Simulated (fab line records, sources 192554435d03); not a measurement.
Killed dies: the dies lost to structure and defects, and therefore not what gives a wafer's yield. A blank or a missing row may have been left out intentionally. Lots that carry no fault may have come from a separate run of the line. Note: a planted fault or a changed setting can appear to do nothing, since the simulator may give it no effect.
fab line records    flow n5-finfet
record: lots: 11  wafers: 30  last-day: 17
route steps=1938 shown MIM_TOP@1838 MIM_BOT_ETCH@1866
lots with no fault: from the same line, run without faults
start-h: the number of hours between the record's first day and the start of the first shown wafer of the lot    wait-h: time in hours since the lot's previous step    " unchanged from the row above    L1.1+2: one row covering several wafers at once    - no value, or no start was given    * or withheld: withheld    < > ~ a bound
route shown NAME@n: a module of which the file shows steps, and the number in the route of the first    usual: the fault-free wafers' mean and standard deviation    same: alike in all rows    chamber/n: place in a boat    sites: each site's reading    _std_site: their standard deviation    _edge_site: outer sites' mean less inner sites'    radius-mm: how far each site lies from the wafer's centre    mask NAME#n: copy n    behind: the most recent tool/chamber to have shaped the wafer    hold: why the lot was held/for how many hours/how that ended    device: names the non-switching transistor (n, p or np)    end of line: the same wafers' tests at the end of the route    where a step has no rows: the recipe by itself    killed: the dies lost at the first sort to structure and to defects; this is not the yield of the wafer    map: the dies of a wafer, with x for killed, . for not killed, _ for no die there
set.NAME: the setting the step ran with; set.NAME@STEP: the setting that earlier step ran with    model.NAME: the simulator's own value behind a step, which no gauge read
route steps across a sampled set of lots; one table per step, one row per wafer
services: when a tool's chamber went out of use (start-h, in hours from the record's first day, below 0 if earlier), for how many hours, and the reason
== steps ==
step: N5_MIM_TOP_SPUTTER_03
recipe: material: TiN  target-thk-a: 350  temp-c: 200  power-w: 3000  chamber-pressure-pa: 0.49996  gas: Ar  reactive-partial-pa: 0.37997  time-s: 89.7
usual: throttle-valve-pct: 30.2/0.94
lot.wafer  tool            chamber  start-h  wait-h  throttle-valve-pct
L841.4     pvd-sputter-01  -        272.70   0.0     30.7
L841.6     "               -        "        "       30.1
L844.2     pvd-sputter-02  -        289.38   0.0     29.6
L844.5     "               -        "        "       30.0
L844.6     "               -        "        "       29.2
L846.3     pvd-sputter-02  -        303.59   0.0     30.2
L846.4     "               -        "        "       31.6
L846.6     "               -        "        "       29.9
L849.3     pvd-sputter-02  -        321.82   0.0     30.2
L849.4     "               -        "        "       29.9
L849.6     "               -        "        "       31.6
L845.1     pvd-sputter-03  -        330.78   0.0     31.6
L845.4     "               -        "        "       30.7
L845.5     "               -        "        "       31.2
L850.5     pvd-sputter-02  -        332.12   0.0     30.2
L850.6     "               -        "        "       29.4
L851.2     pvd-sputter-01  -        336.84   0.0     30.3
L851.4     "               -        "        "       28.9
L851.6     "               -        "        "       30.1
L852.1     pvd-sputter-01  -        353.32   0.0     31.3
L852.2     "               -        "        "       30.4
L852.6     "               -        "        "       30.3
L853.2     pvd-sputter-01  -        353.54   0.0     31.7
L853.6     "               -        "        "       30.2
L858.1     pvd-sputter-01  -        389.60   0.0     28.8
L858.2     "               -        "        "       30.1
L858.4     "               -        "        "       31.6
L862.1     pvd-sputter-02  -        408.13   0.0     30.3
L862.2     "               -        "        "       29.7
L862.4     "               -        "        "       29.6
step: N5_MIM_BOT_ETCH_ETCH_04
recipe: chemistry: CF4/O2  target: SiNx  target-depth-a: 260  time-s: 13  ion-energy-ev: 100  pressure-mtorr: 40  source-w: 535  bias-w: 49  Ar_flow_sccm: 100  cf4-flow-sccm: 100  O2_flow_sccm: 10
usual: bias-w: 49.02/0.14  drypump-motor-current-A: 5.7/0.39  oes-product-au: 0.84/0.074  rf-vpp-V: 243/9.7  showerhead-plenum-p-Torr: 2.24/0.054  throttle-valve-pct: 15.91/0.16
lot.wafer  tool         chamber  start-h  wait-h  bias-w  drypump-motor-current-A  oes-product-au  rf-hours-counter-h  rf-vpp-V  showerhead-plenum-p-Torr  throttle-valve-pct
L841.4     rie-diel-04  2        274.49   0.0     49.06   5.8                      0.78            -                   251       2.30                      16.17
L841.6     "            1        "        "       49.13   5.4                      0.95            -                   240       2.25                      15.73
L844.2     rie-diel-05  1        291.24   0.0     49.08   6.2                      0.83            76                  240       2.24                      15.72
L844.5     "            1        "        "       48.99   6.2                      0.83            -                   242       2.24                      15.73
L844.6     "            0        "        "       49.22   5.4                      0.82            -                   245       2.15                      15.86
L846.3     rie-diel-05  0        304.94   0.0     48.83   5.4                      0.81            60                  245       2.15                      15.87
L846.4     "            2        "        "       49.02   5.7                      0.73            -                   249       2.29                      16.13
L846.6     "            0        "        "       49.08   5.4                      0.81            -                   245       2.15                      15.88
L849.3     rie-diel-05  1        323.10   0.0     49.05   6.1                      0.82            88                  240       2.23                      15.74
L849.4     "            3        "        "       48.95   6.1                      1.02            3                   241       2.16                      15.78
L849.6     "            1        "        "       48.92   6.1                      0.80            -                   239       2.23                      15.77
L845.1     rie-diel-06  2        332.52   0.0     48.92   6.4                      0.86            64                  256       2.22                      15.74
L845.4     "            1        "        "       49.05   6.5                      0.90            50                  251       2.26                      15.75
L845.5     "            3        "        "       49.18   5.7                      0.82            -                   236       2.23                      15.77
L850.5     rie-diel-06  2        333.64   0.0     49.04   6.4                      0.86            -                   255       2.22                      15.75
L850.6     "            1        "        "       49.03   6.5                      0.89            -                   250       2.26                      15.74
L851.2     rie-diel-05  3        338.21   0.0     48.92   6.2                      0.98            9                   241       2.16                      15.77
L851.4     "            0        "        "       48.94   5.3                      0.80            72                  246       2.14                      15.89
L851.6     "            1        "        "       49.00   6.1                      0.81            -                   240       2.23                      15.76
L852.1     rie-diel-04  2        354.83   0.0     48.95   5.9                      0.76            176                 252       2.29                      16.23
L852.2     "            1        "        "       48.98   5.4                      0.88            41                  239       2.24                      15.76
L852.6     "            0        "        "       49.11   5.3                      0.86            -                   252       2.24                      15.94
L853.2     rie-diel-04  1        354.96   0.0     48.89   5.4                      0.88            41                  238       2.24                      15.78
L853.6     "            1        "        "       48.80   5.4                      0.88            -                   238       2.24                      15.79
L858.1     rie-diel-04  2        391.09   0.0     49.09   5.9                      0.73            191                 251       2.29                      16.26
L858.2     "            0        "        "       49.00   5.3                      0.85            64                  250       2.23                      15.96
L858.4     "            1        "        "       48.93   5.4                      0.87            55                  239       2.23                      15.81
L862.1     rie-diel-06  2        409.43   0.0     49.15   6.4                      0.84            84                  254       2.22                      15.78
L862.2     "            1        "        "       49.13   6.5                      0.86            79                  250       2.25                      15.82
L862.4     "            0        "        "       49.14   5.3                      0.91            33                  235       2.36                      15.90
step: N5_MIM_BOT_ETCH_ETCH_03
recipe: chemistry: Cl2/BCl3  target-depth-a: 120  pressure-mtorr: 8  icp-w: 800  bias-w: 100  Cl2_flow_sccm: 20  bcl3-flow-sccm: 80
usual: bias-w: 100.00/0.29  drypump-motor-current-A: 5.66/0.26  oes-product-au: 0.84/0.077  throttle-valve-pct: 27.82/0.29
lot.wafer  tool          chamber  start-h  wait-h  bias-w  drypump-motor-current-A  oes-product-au  rf-hours-counter-h  throttle-valve-pct
L841.4     rie-metal-03  1        274.57   0.1     100.22  5.50                     0.72            -                   27.78
L841.6     "             0        "        "       100.47  6.00                     0.99            -                   27.62
L844.2     rie-metal-02  1        291.33   0.1     100.31  5.78                     0.88            14                  27.75
L844.5     "             1        "        "       99.88   5.80                     0.89            -                   27.74
L844.6     "             0        "        "       100.08  5.28                     0.88            -                   27.54
L846.3     rie-metal-01  0        305.05   0.1     99.55   5.39                     0.84            -                   27.99
L846.4     "             1        "        "       99.45   5.84                     0.90            -                   28.46
L846.6     "             0        "        "       99.99   5.39                     0.84            -                   27.96
L849.3     rie-metal-01  1        323.25   0.1     99.32   5.82                     0.89            -                   28.45
L849.4     "             1        "        "       99.51   5.82                     0.89            -                   28.46
L849.6     "             1        "        "       100.22  5.88                     0.89            -                   28.46
L845.1     rie-metal-02  1        332.61   0.1     100.41  5.83                     0.86            18                  27.74
L845.4     "             0        "        "       99.87   5.28                     0.86            -                   27.55
L845.5     "             1        "        "       100.06  5.83                     0.86            -                   27.75
L850.5     rie-metal-02  1        333.76   0.1     99.75   5.78                     0.86            -                   27.74
L850.6     "             0        "        "       100.06  5.28                     0.85            -                   27.56
L851.2     rie-metal-02  1        338.46   0.2     100.12  5.78                     0.86            20                  27.76
L851.4     "             1        "        "       99.62   5.80                     0.86            -                   27.75
L851.6     "             1        "        "       99.86   5.79                     0.86            -                   27.76
L852.1     rie-metal-01  0        354.92   0.1     100.32  5.40                     0.83            26                  27.98
L852.2     "             1        "        "       99.83   5.82                     0.88            18                  28.45
L852.6     "             1        "        "       100.43  5.82                     0.89            -                   28.46
L853.2     rie-metal-03  1        355.05   0.1     99.98   5.50                     0.71            60                  27.79
L853.6     "             0        "        "       99.98   5.99                     0.91            -                   27.62
L858.1     rie-metal-03  0        391.17   0.1     100.08  5.96                     0.90            11                  27.63
L858.2     "             0        "        "       100.20  5.97                     0.90            -                   27.64
L858.4     "             0        "        "       99.55   5.99                     0.90            -                   27.62
L862.1     rie-metal-03  0        409.52   0.1     100.14  5.99                     0.89            14                  27.63
L862.2     "             1        "        "       100.35  5.44                     0.70            62                  27.78
L862.4     "             1        "        "       100.19  5.49                     0.70            -                   27.79
step: N5_MIM_BOT_ETCH_ETCH_00
recipe: chemistry: Cl2/BCl3  target: TiN  target-depth-a: 455  ion-energy-ev: 150  pressure-mtorr: 10  icp-w: 1000  bias-w: 126  Cl2_flow_sccm: 53.25  bcl3-flow-sccm: 21.75  Ar_flow_sccm: 25
usual: bias-w: 125.9/0.39  drypump-motor-current-A: 5.66/0.26  oes-product-au: 0.85/0.076  throttle-valve-pct: 22.16/0.2
lot.wafer  tool          chamber  start-h  wait-h  bias-w  drypump-motor-current-A  oes-product-au  rf-hours-counter-h  throttle-valve-pct
L841.4     rie-metal-03  1        274.67   0.1     126.2   5.52                     0.72            -                   22.15
L841.6     "             0        "        "       125.9   6.00                     0.99            -                   22.09
L844.2     rie-metal-02  1        291.42   0.1     126.0   5.80                     0.89            14                  22.10
L844.5     "             1        "        "       126.2   5.79                     0.87            -                   22.11
L844.6     "             0        "        "       125.6   5.28                     0.88            -                   21.86
L846.3     rie-metal-01  0        305.15   0.1     126.4   5.39                     0.82            -                   22.25
L846.4     "             1        "        "       125.7   5.82                     0.90            -                   22.58
L846.6     "             0        "        "       126.2   5.38                     0.84            -                   22.26
L849.3     rie-metal-01  1        323.45   0.2     126.1   5.89                     0.89            -                   22.57
L849.4     "             1        "        "       125.7   5.85                     0.89            -                   22.58
L849.6     "             1        "        "       126.3   5.89                     0.89            -                   22.55
L845.1     rie-metal-02  1        332.70   0.1     125.6   5.78                     0.87            18                  22.11
L845.4     "             0        "        "       126.1   5.27                     0.85            -                   21.87
L845.5     "             1        "        "       125.6   5.79                     0.87            -                   22.12
L850.5     rie-metal-02  1        333.87   0.1     125.8   5.78                     0.86            -                   22.12
L850.6     "             0        "        "       126.4   5.29                     0.86            -                   21.89
L851.2     rie-metal-02  1        338.55   0.1     126.5   5.80                     0.86            20                  22.11
L851.4     "             1        "        "       126.9   5.80                     0.86            -                   22.12
L851.6     "             1        "        "       126.8   5.80                     0.86            -                   22.11
L852.1     rie-metal-01  0        355.01   0.1     126.6   5.41                     0.82            26                  22.26
L852.2     "             1        "        "       125.1   5.84                     0.89            18                  22.56
L852.6     "             1        "        "       125.3   5.85                     0.89            -                   22.56
L853.2     rie-metal-03  1        355.14   0.1     126.2   5.44                     0.70            60                  22.16
L853.6     "             0        "        "       126.0   5.98                     0.92            -                   22.10
L858.1     rie-metal-03  0        391.35   0.1     101.1   5.98                     0.86            11                  22.18
L858.2     "             0        "        "       101.0   5.98                     0.86            -                   22.18
L858.4     "             0        "        "       101.0   5.96                     0.86            -                   22.18
L862.1     rie-metal-03  0        409.61   0.1     101.4   6.00                     0.85            14                  22.18
L862.2     "             1        "        "       101.0   5.47                     0.67            62                  22.24
L862.4     "             1        "        "       101.1   5.46                     0.67            -                   22.23
== services ==
tool            chamber  start-h  hours  kind
rie-diel-04     3        250.90   -      clean
rie-diel-04     3        250.90   -      consumable-replace:focus-ring
rie-diel-04     3        250.90   25.0   scheduled-down
rie-diel-04     3        250.90   25.0   vent-cycle
rie-diel-04     1        252.29   3.0    repair
rie-diel-06     2        275.94   2.5    repair
rie-diel-05     3        283.73   -      clean
rie-diel-05     3        283.73   -      consumable-replace:focus-ring
rie-diel-05     3        283.73   26.2   scheduled-down
rie-diel-05     3        283.73   26.2   vent-cycle
rie-metal-03    -        295.92   14.6   pm
rie-diel-06     0        300.33   -      clean
rie-diel-06     0        300.33   -      consumable-replace:focus-ring
rie-diel-06     0        300.33   -      consumable-replace:showerhead
rie-metal-01    0        320.04   4.9    repair
rie-metal-01    -        327.12   14.6   pm
rie-metal-03    -        337.52   1.8    repair
rie-metal-03    1        370.29   29.6   repair
rie-metal-02    -        391.00   2.6    repair
pvd-sputter-01  -        406.01   6.9    repair
== key ==
first-sign: step: N5_MIM_BOT_ETCH_ETCH_00  reading: bias-w  direction: down  sigmas: 64  usual: *  struck: *
effect none on later readings
met-at N5_MIM_BOT_ETCH_ETCH_00
struck-lots L858,L862
baseline-loss: step: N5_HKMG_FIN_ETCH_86  wafers: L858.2
not-acting-at N5_MIM_TOP_SPUTTER_03,N5_MIM_BOT_ETCH_ETCH_04,N5_MIM_BOT_ETCH_ETCH_03
onset-between 355.14 391.35
earlier-fault: kind: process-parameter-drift  tool: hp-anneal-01  chamber: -  onset-h: 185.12  steps: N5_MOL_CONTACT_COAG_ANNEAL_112  channel: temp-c  offset: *  shape: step  end-h: 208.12  stated: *
fault: kind: process-parameter-drift  tool: rie-metal-03  chamber: -  onset-h: 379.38  steps: N5_MIM_BOT_ETCH_ETCH_00  channel: bias-w  offset: *  shape: step  end-h: 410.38  acts-in: *  stated: *
baseline-loss: these wafers lose ten dies or more at that step, a loss of the line's own and not of a fault; the sort's usual values leave them out
